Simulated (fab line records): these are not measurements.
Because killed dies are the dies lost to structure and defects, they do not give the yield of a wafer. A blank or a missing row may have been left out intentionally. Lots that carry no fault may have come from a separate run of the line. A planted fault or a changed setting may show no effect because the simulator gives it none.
Matching of chambers | flow n5Finfet | 4 sister chambers for N5_BEOL_M1_ETCH_64 on rieDiel-05
The step etches SOC in N2/H2, target depth 75 nm, overetch 15 nm, time 112.5 s. 8 wafers are shown with their chamber, then 10 later ones without.

WAFERS, EACH WITH ITS CHAMBER
wafer  | chamber | showerheadPlenumPTorr (Torr) | drypumpMotorCurrentA (A)
L077.2 | 0       | 2.61                         | 5.64
L082.4 | 3       | 2.58                         | 5.63
L082.6 | 2       | 2.43                         | 6.08
L084.1 | 1       | 2.63                         | 5.92
L084.4 | 3       | 2.58                         | 5.63
L084.6 | 2       | 2.43                         | 6.07
L088.1 | 0       | 2.60                         | 5.65
L088.3 | 1       | 2.62                         | 5.93

WAFERS WHOSE CHAMBER IS MISSING
wafer  | showerheadPlenumPTorr (Torr) | drypumpMotorCurrentA (A)
L088.6 | 2.62                         | 5.91
L093.2 | 2.42                         | 6.11
L093.4 | 2.60                         | 5.59
L093.5 | 2.42                         | 6.09
L094.3 | 2.60                         | 5.58
L094.4 | 2.60                         | 5.63
L094.5 | 2.42                         | 6.00
L092.1 | 2.42                         | 5.99
L092.2 | 2.62                         | 5.94
L092.5 | 2.42                         | 6.03

WHICH CHAMBER EACH WENT THROUGH
wafer  | from the rows above     | in truth
L088.6 | 1                       | 1
L093.2 | 2                       | 2
L093.4 | can't be placed: 3 or 0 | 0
L093.5 | 2                       | 2
L094.3 | can't be placed: 3 or 0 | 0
L094.4 | can't be placed: 0 or 3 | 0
L094.5 | 2                       | 2
L092.1 | 2                       | 2
L092.2 | 1                       | 1
L092.5 | 2                       | 2
Correctly placed: 7 of 10. Can't be placed from these rows: 3 (the true chamber is among the candidates in 3). Placed wrongly: 0.
How it was worked out, from the rows above alone: a wafer's distance from a chamber is the root of the sum, over the readings, of the square of ((its reading less the chamber's mean) divided by the reading's scatter). The wafer belongs to the nearest chamber; if the next one is less than 2 further off, it can't be placed. A chamber's mean is the mean of its shown wafers. The scatter: the root of (the sum of the squares of (reading less its chamber's mean) over the shown wafers, divided by (wafers less chambers)).
